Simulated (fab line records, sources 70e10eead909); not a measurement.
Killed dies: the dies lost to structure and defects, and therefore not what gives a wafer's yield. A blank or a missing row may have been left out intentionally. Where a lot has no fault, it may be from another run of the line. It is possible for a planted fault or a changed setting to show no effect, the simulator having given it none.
Matching of chambers || flow nand-harc || NHARC_A_STAIRCASE_DEP_301 on pecvd-04: 3 sister chambers
The step deposits SiON, target thk 30 nm. 6 wafers are shown with their chamber, then 7 later ones without.

WAFERS WITH THEIR CHAMBER
{"wafer": "L080.6", "chamber": 2, "heater-power-w (W)": 707}
{"wafer": "L087.1", "chamber": 0, "heater-power-w (W)": 649}
{"wafer": "L087.2", "chamber": 2, "heater-power-w (W)": 730}
{"wafer": "L087.6", "chamber": 0, "heater-power-w (W)": 637}
{"wafer": "L087.3", "chamber": 1, "heater-power-w (W)": 824}
{"wafer": "L087.4", "chamber": 1, "heater-power-w (W)": 850}

WAFERS WHOSE CHAMBER IS MISSING
{"wafer": "L087.5", "heater-power-w (W)": 723}
{"wafer": "L089.2", "heater-power-w (W)": 675}
{"wafer": "L089.3", "heater-power-w (W)": 813}
{"wafer": "L089.5", "heater-power-w (W)": 702}
{"wafer": "L096.1", "heater-power-w (W)": 583}
{"wafer": "L096.2", "heater-power-w (W)": 648}
{"wafer": "L096.3", "heater-power-w (W)": 772}

THE CHAMBER EACH PASSED THROUGH
{"wafer": "L087.5", "from the rows above": 2, "in truth": 2}
{"wafer": "L089.2", "from the rows above": "can't be placed: 0 or 2", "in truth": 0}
{"wafer": "L089.3", "from the rows above": 1, "in truth": 1}
{"wafer": "L089.5", "from the rows above": 2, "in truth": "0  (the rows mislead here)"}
{"wafer": "L096.1", "from the rows above": 0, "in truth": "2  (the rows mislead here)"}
{"wafer": "L096.2", "from the rows above": 0, "in truth": 0}
{"wafer": "L096.3", "from the rows above": "can't be placed: 2 or 1", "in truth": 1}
3 of 7 placed correctly. Unplaceable from these rows: 2, with the true chamber sitting among the candidates in 2. 2 placed wrongly.
How it was worked out, from the rows above alone: a wafer's distance from a chamber is the root of the sum, over the readings, of the square of ((its reading less the chamber's mean) divided by the reading's scatter). If the next closest chamber is less than 2 further off than the closest, the wafer can't be placed; otherwise it belongs to the closest. A chamber's mean is the mean of its shown wafers. The scatter is the square root of a quotient: the sum, over the shown wafers, of each reading's squared deviation from its chamber's mean, divided by wafers minus chambers.
